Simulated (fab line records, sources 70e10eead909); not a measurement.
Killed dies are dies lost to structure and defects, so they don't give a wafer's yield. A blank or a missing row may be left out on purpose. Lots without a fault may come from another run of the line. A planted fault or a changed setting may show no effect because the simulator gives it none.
Chamber matching | flow nand_harc | NHARC_A_CHANNEL_FILL_D1_ALD_25 on ald_hk-01: 4 sister chambers
The step deposits SiOx, target thk 60 nm, pulse time 10 s, ald cycles 600. 8 wafers are shown with their chamber, then 11 later ones without.

WAFERS WITH THEIR CHAMBER
wafer  | chamber | heater_power_w (W) | precursor_pulse_height_rel
L086.3 | 0       | 378                | 0.992
L086.2 | 1       | 438                | 1.047
L086.5 | 2       | 448                | 1.008
L086.6 | 3       | 469                | 1.005
L088.4 | 2       | 452                | 0.990
L088.5 | 0       | 382                | 1.000
L088.6 | 1       | 443                | 0.991
L089.1 | 3       | 477                | 0.989

WAFERS WITHOUT THEIR CHAMBER
wafer  | heater_power_w (W) | precursor_pulse_height_rel
L089.3 | 444                | 0.978
L089.6 | 475                | 1.003
L091.3 | 470                | 0.986
L091.4 | 456                | 1.000
L091.6 | 451                | 0.958
L094.1 | 388                | 0.990
L094.2 | 460                | 1.005
L094.4 | 458                | 1.023
L097.2 | 470                | 0.978
L097.3 | 385                | 1.018
L097.6 | 443                | 0.998

WHICH CHAMBER EACH WENT THROUGH
wafer  | from the rows above     | in truth
L089.3 | can't be placed: 2 or 1 | 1
L089.6 | 3                       | 3
L091.3 | 3                       | 3
L091.4 | 2                       | 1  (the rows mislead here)
L091.6 | can't be placed: 2 or 1 | 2
L094.1 | 0                       | 0
L094.2 | can't be placed: 2 or 3 | 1
L094.4 | can't be placed: 2 or 3 | 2
L097.2 | 3                       | 3
L097.3 | 0                       | 0
L097.6 | can't be placed: 1 or 2 | 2
Placed correctly: 5 of 11. Can't be placed from these rows: 5 (the true chamber is among the candidates in 4). Placed wrongly: 1.
How it was worked out, from the rows above alone: a wafer's distance from a chamber is the root of the sum, over the readings, of the square of ((its reading less the chamber's mean) divided by the reading's scatter). The wafer belongs to the nearest chamber; if the next one is less than 2 further off, it can't be placed. A chamber's mean is the mean of its shown wafers. The scatter: the root of (the sum of the squares of (reading less its chamber's mean) over the shown wafers, divided by (wafers less chambers)).
